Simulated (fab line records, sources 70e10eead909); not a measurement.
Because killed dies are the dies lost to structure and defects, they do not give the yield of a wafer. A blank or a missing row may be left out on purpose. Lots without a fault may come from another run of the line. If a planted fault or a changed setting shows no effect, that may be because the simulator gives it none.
A lot that was struck, set against a sound lot    flow nandHarc    23 out of 1159 route steps
Sound: these wafers, L628.1, L628.4, L628.5. Struck: wafer L634.3. (L634.1, L634.4 of the same lot were not struck and are left out.) The cause comes at the end.
For every step that has rows: the tool of each side, followed by ch and its chambers, followed by its first start. Under that, the readings that differ: sound wafers    struck wafers    difference of the means    sigmas: that difference in standard deviations of wafers without a fault.
alike: same words and numbers on both sides, and readings whose means sit less than 2 such deviations apart. not compared: any withheld reading, any reading some wafer has no value for, any bound like >300 that may hide the same value, and any number with overlapping values for which the record gives no deviation.
The two part at a step that has a row with sigmas, a row that says differs or no value, or rows on one side only. When numbers do not overlap yet have no deviation, they are printed without sigmas and do not part them. A reading missing from all wafers of one side parts the sides only when that side holds two or more wafers.

NHARC_A_CONTACT_CVD_19: deposits W, target thk 300 nm, time 802 s.
  sound on cvdW-01 ch 0,1; struck on cvdW-02 ch 1
reading               sound           struck  difference  sigmas
throttleValvePct (%)  8.15 8.02 8.30  7.67    -0.49       -2
  alike: chamberPressureTorr, heaterPowerOuterW, heaterPowerW
NHARC_A_CONTACT_CMP_20: polishes, t overpolish 30 s, target thk 300 nm.
  sound on cmp-01 ch 1,3, day 17 18:11; struck on cmp-02 ch 0, day 21 14:21
  alike: motorCurrentA, overpolishRunS, timeToEndpointS
following that, these wafers have no rows for 1 step: NHARC_A_CONTACT_SRD_22.
NHARC_A_CONTACT_INSPECT_23:
  sound on defectInspect-01 at day 17 18:34; struck on defectInspect-01 at day 21 14:45
  alike: rawDefectCount
then, 7 steps without rows for these wafers: NHARC_A_BLC_DEHYDRATE_00 (time 120 s); NHARC_A_BLC_HMDS_01 (time 30 s); NHARC_A_BLC_COAT_02 (time 75 s); NHARC_A_BLC_COAT_03 (time 65 s); NHARC_A_BLC_COAT_04 (resist thk 90 nm); NHARC_A_BLC_SOFTBAKE_05 (time 55 s); NHARC_A_BLC_EBR_06.
NHARC_A_BLC_EXPOSE_07: exposes mask A BLC, target cd 100 nm.
  sound on arfiScanner-01 ch 0, day 17 18:56; struck on arfiScanner-01 ch 0, day 21 15:07
  alike: mask
then, 2 steps without rows for these wafers: NHARC_A_BLC_PEB_08 (peb time 65 s); NHARC_A_BLC_DEVELOP_09 (develop time 35 s).
NHARC_A_BLC_CD_MEAS_10: the cd target is 100 nm.
  sound on cdSem-03 ch 0, day 17 19:04; struck on cdSem-01 ch 0, day 21 15:16
reading    sound           struck  difference  sigmas
cdNm (nm)  99.6 99.2 98.9  93.8    -5.4        -6
NHARC_A_BLC_OVL_MEAS_11:
  sound on overlay-02 at day 17 19:10; struck on overlay-02 at day 21 15:20
reading          sound        struck  difference  sigmas
overlayXNm (nm)  0.5 0.4 0.3  -1.2    -1.6        -2
  alike: overlayYNm
NHARC_A_BLC_INSPECT_12:
  sound on defectInspect-01 at day 17 19:13; struck on defectInspect-01 at day 21 15:23
  alike: rawDefectCount
NHARC_A_BLC_DESCUM_15: chemistry O2, time 3 s.
  sound on rieDiel-07 ch 0,2, day 17 19:17; struck on rieDiel-11 ch 3, day 21 15:26
reading                       sound              struck  difference  sigmas
drypumpMotorCurrentA (A)      6.0 6.4 6.0        5.0     -1.1        -3
showerheadPlenumPTorr (Torr)  2.01 1.87 2.01     1.77    -0.19       -2
model.A_BLC.cdNm (nm)         98.81 99.87 98.39  94.14   -4.88       
  alike: chamberPressureMTorr, oesProductAu, rfVppV, throttleValvePct
  not compared: rfHoursCounterH
NHARC_A_BLC_ETCH_16: etches the open film in CF4, target depth 39 nm, time 65 s.
  sound on rieDiel-07 ch 0,1,2, day 17 19:30; struck on rieDiel-11 ch 0, day 21 15:32
  alike: chamberPressureMTorr, drypumpMotorCurrentA, oesProductAu, rfVppV, showerheadPlenumPTorr, throttleValvePct
  not compared: rfHoursCounterH
NHARC_A_BLC_ETCH_17: etches the open film in N2/H2, target depth 390 nm, time 609.38 s.
  sound on rieDiel-07 ch 1,2; struck on rieDiel-11 ch 0
reading                       sound                 struck  difference  sigmas
chamberPressureMTorr (mTorr)  29.960 29.965 30.001  30.031  +0.056      +2
  alike: drypumpMotorCurrentA, oesProductAu, rfVppV, showerheadPlenumPTorr, throttleValvePct
  not compared: rfHoursCounterH
NHARC_A_BLC_ETCH_18: etches the open film in C4F8/O2/Ar, target depth 910 nm.
  sound on rieDiel-07 ch 1,2,3; struck on rieDiel-11 ch 3
reading                sound              struck  difference  sigmas
model.A_BLC.cdNm (nm)  102.9 103.4 101.5  94.97   -7.63       
  alike: chamberPressureMTorr, oesProductAu, rfVppV
  not compared: rfHoursCounterH
NHARC_A_BLC_CD_MEAS_19:
  sound on cdSem-02 at day 17 20:23; struck on cdSem-01 at day 21 16:26
reading    sound              struck  difference  sigmas
cdNm (nm)  102.9 103.4 101.6  95.0    -7.6        -3
following that, these wafers have no rows for 1 step: NHARC_END_SORT_01.

== WHERE THEY PART ==
Earliest at NHARC_A_CONTACT_CVD_19; latest, in this record, at NHARC_A_BLC_CD_MEAS_19.

WHY: the cause the simulator had injected
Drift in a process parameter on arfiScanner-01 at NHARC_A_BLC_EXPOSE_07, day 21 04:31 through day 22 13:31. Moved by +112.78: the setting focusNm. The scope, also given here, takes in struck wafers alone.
